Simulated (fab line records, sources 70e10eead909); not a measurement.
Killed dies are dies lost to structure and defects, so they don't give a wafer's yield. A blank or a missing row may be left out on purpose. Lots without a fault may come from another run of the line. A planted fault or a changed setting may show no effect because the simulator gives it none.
Chamber matching | flow nand_harc | NHARC_P_CONTACT_STRIP_28 on rie_diel-01: 4 sister chambers
The step strips in O2. 20 wafers are shown with their chamber, then 10 later ones without.

WAFERS WITH THEIR CHAMBER
wafer  | chamber | showerhead_plenum_p_Torr (Torr) | drypump_motor_current_A (A) | rf_vpp_V (V)
L080.1 | 3       | 3.77                            | 5.2                         | 57.5
L080.2 | 2       | 3.31                            | 5.7                         | 57.0
L080.3 | 0       | 3.51                            | 6.5                         | 57.9
L081.1 | 3       | 3.77                            | 5.3                         | 58.0
L081.3 | 2       | 3.31                            | 5.7                         | 57.5
L081.5 | 1       | 3.35                            | 5.7                         | 57.1
L084.1 | 2       | 3.31                            | 5.7                         | 56.6
L084.3 | 0       | 3.51                            | 6.6                         | 59.3
L084.4 | 1       | 3.35                            | 5.7                         | 57.1
L086.1 | 2       | 3.31                            | 5.7                         | 56.9
L086.4 | 0       | 3.51                            | 6.5                         | 58.2
L086.6 | 3       | 3.77                            | 5.3                         | 59.4
L087.1 | 1       | 3.35                            | 5.7                         | 56.8
L087.3 | 2       | 3.30                            | 5.7                         | 56.9
L087.4 | 3       | 3.77                            | 5.2                         | 58.1
L089.1 | 0       | 3.51                            | 6.5                         | 58.6
L089.2 | 3       | 3.77                            | 5.2                         | 58.0
L089.6 | 1       | 3.35                            | 5.8                         | 57.5
L088.3 | 3       | 3.77                            | 5.3                         | 59.8
L088.4 | 0       | 3.51                            | 6.6                         | 58.6

SIGNATURES (means of the wafers above)
reading                  | chamber 0 | chamber 1 | chamber 2 | chamber 3 | scatter within a chamber
showerhead_plenum_p_Torr | 3.5100    | 3.3500    | 3.3080    | 3.7700    | 0.00224
drypump_motor_current_A  | 6.540     | 5.725     | 5.700     | 5.250     | 0.0464
rf_vpp_V                 | 58.520    | 57.125    | 56.980    | 58.467    | 0.609
Rule: a wafer's distance from a chamber is the root of the sum, over the readings, of the square of ((its reading less the chamber's mean) divided by the reading's scatter). The wafer belongs to the nearest chamber; if the next one is less than 2 further off, it can't be placed. The scatter: the root of (the sum of the squares of (reading less its chamber's mean) over the shown wafers, divided by (wafers less chambers)).

WAFERS WITHOUT THEIR CHAMBER
wafer  | showerhead_plenum_p_Torr (Torr) | drypump_motor_current_A (A) | rf_vpp_V (V)
L088.6 | 3.77                            | 5.3                         | 57.8
L093.1 | 3.50                            | 6.5                         | 57.4
L093.5 | 3.77                            | 5.2                         | 58.5
L093.6 | 3.30                            | 5.7                         | 57.4
L094.1 | 3.35                            | 5.7                         | 55.9
L094.4 | 3.30                            | 5.7                         | 56.5
L094.6 | 3.77                            | 5.2                         | 57.0
L097.1 | 3.30                            | 5.7                         | 59.0
L097.4 | 3.34                            | 5.7                         | 57.7
L097.6 | 3.50                            | 6.5                         | 57.4

WHICH CHAMBER EACH WENT THROUGH
wafer  | from the rows above | in truth
L088.6 | 3                   | 3
L093.1 | 0                   | 0
L093.5 | 3                   | 3
L093.6 | 2                   | 2
L094.1 | 1                   | 1
L094.4 | 2                   | 2
L094.6 | 3                   | 3
L097.1 | 2                   | 2
L097.4 | 1                   | 1
L097.6 | 0                   | 0
Placed correctly: 10 of 10. Can't be placed from these rows: 0. Placed wrongly: 0.
